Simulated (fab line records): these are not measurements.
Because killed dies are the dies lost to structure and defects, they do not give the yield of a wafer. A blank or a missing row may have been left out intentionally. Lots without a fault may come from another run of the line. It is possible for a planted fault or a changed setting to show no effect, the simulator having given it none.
The tool behind it: which one? | flow n5_finfet | 10 lots, 30 wafers sampled, at 1 step of a route of 1938

## WHAT EACH GAUGE READ, for each wafer
N5_BEOL_M4_RC_MEAS_101. Usual: DIBL_N 35.9 mV/V, standard deviation 1.3; DIBL_P 35.9 mV/V, standard deviation 1.6; IOFF_N 0.156 nA/um, standard deviation 0.022; IOFF_P 0.205 nA/um, standard deviation 0.023; ION_N 675 uA/um, standard deviation 9; ION_P 463 uA/um, standard deviation 5.6; SS_N 71.4 mV/dec, standard deviation 0.57; SS_P 73.1 mV/dec, standard deviation 0.52; VT_N 249.7 mV, standard deviation 2.8; VT_P -250.2 mV, standard deviation 2.5.
lot  | measured     | on        | DIBL_N (mV/V)  | DIBL_P (mV/V)  | IOFF_N (nA/um)    | IOFF_P (nA/um)    | ION_N (uA/um) | ION_P (uA/um) | SS_N (mV/dec)  | SS_P (mV/dec)  | VT_N (mV)         | VT_P (mV)            | flag
L653 | day 8 04:08  | prober-02 | 35.6 35.5 35.9 | 34.2 34.0 33.5 | 0.159 0.150 0.156 | 0.222 0.217 0.207 | 675 666 667   | 464 461 457   | 71.5 72.1 71.5 | 73.0 72.8 72.6 | 246.2 250.6 248.4 | -248.6 -248.1 -250.1 |
L654 | day 8 12:51  | prober-02 | 37.0 37.4 35.8 | 36.3 37.6 35.2 | 0.171 0.182 0.143 | 0.212 0.231 0.192 | 677 680 673   | 457 462 457   | 72.1 71.4 71.3 | 73.2 73.9 73.3 | 249.5 246.6 249.4 | -248.3 -246.2 -250.7 |
L660 | day 10 06:52 | prober-02 | 37.2 35.3 35.9 | 36.4 34.1 35.7 | 0.155 0.128 0.136 | 0.213 0.190 0.205 | 672 656 661   | 463 456 459   | 72.2 71.9 71.6 | 73.2 72.2 73.4 | 249.8 253.4 250.5 | -249.4 -249.6 -251.1 |
L663 | day 10 13:40 | prober-01 | 35.9 35.2 35.7 | 36.0 35.3 35.8 | 0.162 0.151 0.155 | 0.199 0.188 0.194 | 670 678 670   | 461 465 462   | 71.2 71.4 71.5 | 72.5 72.7 73.0 | 247.1 245.8 246.7 | -250.7 -251.3 -252.4 |
L664 | day 10 16:58 | prober-02 | 36.5 33.9 35.3 | 36.7 34.2 34.9 | 0.175 0.130 0.142 | 0.234 0.192 0.204 | 696 676 682   | 470 469 468   | 71.0 71.2 71.3 | 74.0 73.2 73.2 | 247.7 251.0 249.8 | -250.7 -249.3 -249.6 |
L668 | day 11 22:10 | prober-01 | 35.8 36.7 33.9 | 35.4 36.7 33.8 | 0.154 0.179 0.128 | 0.198 0.222 0.175 | 684 679 664   | 464 465 457   | 71.5 71.5 71.3 | 72.8 73.8 72.9 | 249.4 247.4 250.7 | -249.8 -249.7 -252.9 |
L669 | day 12 08:43 | prober-02 | 38.3 36.2 36.1 | 37.3 35.6 36.0 | 0.176 0.139 0.146 | 0.246 0.225 0.226 | 678 664 672   | 469 472 473   | 70.9 70.7 71.4 | 73.8 73.2 72.6 | 249.1 250.8 249.6 | -246.2 -244.7 -248.5 |
L671 | day 13 05:36 | prober-01 | 35.7 35.8 34.8 | 37.2 37.6 36.8 | 0.150 0.152 0.139 | 0.185 0.198 0.183 | 666 665 665   | 457 459 456   | 71.5 71.9 71.7 | 72.9 73.2 72.6 | 252.0 249.6 252.1 | -253.1 -253.4 -254.4 |
L672 | day 13 14:47 | prober-01 | 34.5 35.3 32.4 | 35.4 36.1 33.1 | 0.140 0.154 0.116 | 0.186 0.202 0.156 | 673 676 664   | 460 459 457   | 71.1 72.1 70.8 | 72.7 72.4 72.0 | 249.2 250.1 254.7 | -253.0 -250.4 -251.6 |
L674 | day 14 02:27 | prober-01 | 34.8 35.9 35.1 | 33.5 35.1 33.4 | 0.121 0.141 0.122 | 0.176 0.204 0.179 | 667 671 669   | 466 468 464   | 71.0 71.4 70.9 | 72.4 73.3 73.0 | 252.6 251.9 252.8 | -252.6 -248.8 -248.2 |

## WHICH TOOL RAN EACH LOT (tool, then ch and the chambers of the sampled wafers, then the start)
There is no process step in the record ahead of these readings.

## WHAT THE TOOLS THEMSELVES READ (means of the sampled wafers that have a number; where no wafer has one, the mark that the record gives instead)
The record holds no such reading with a usual standard deviation.

## THE ANSWER, worked out from the rows above alone
Rule: take the mean of a lot's wafers that have a number; if it is more than 3 standard deviations from the usual mean, the lot is off. Also off: a lot with no number at a reading for which 4 or more lots have one. Any other lot the step has rows for is counted as sound. First the gauges in route order, then the tools' own readings, where a lot's mean is used as printed above. The first step at which some lot is off is used, and at that step the reading that is off furthest; a lot without a number counts as furthest.
No lot is off on any of the readings shown, so nothing can be concluded from this.

## WHAT WAS PUT IN BY THE SIMULATOR
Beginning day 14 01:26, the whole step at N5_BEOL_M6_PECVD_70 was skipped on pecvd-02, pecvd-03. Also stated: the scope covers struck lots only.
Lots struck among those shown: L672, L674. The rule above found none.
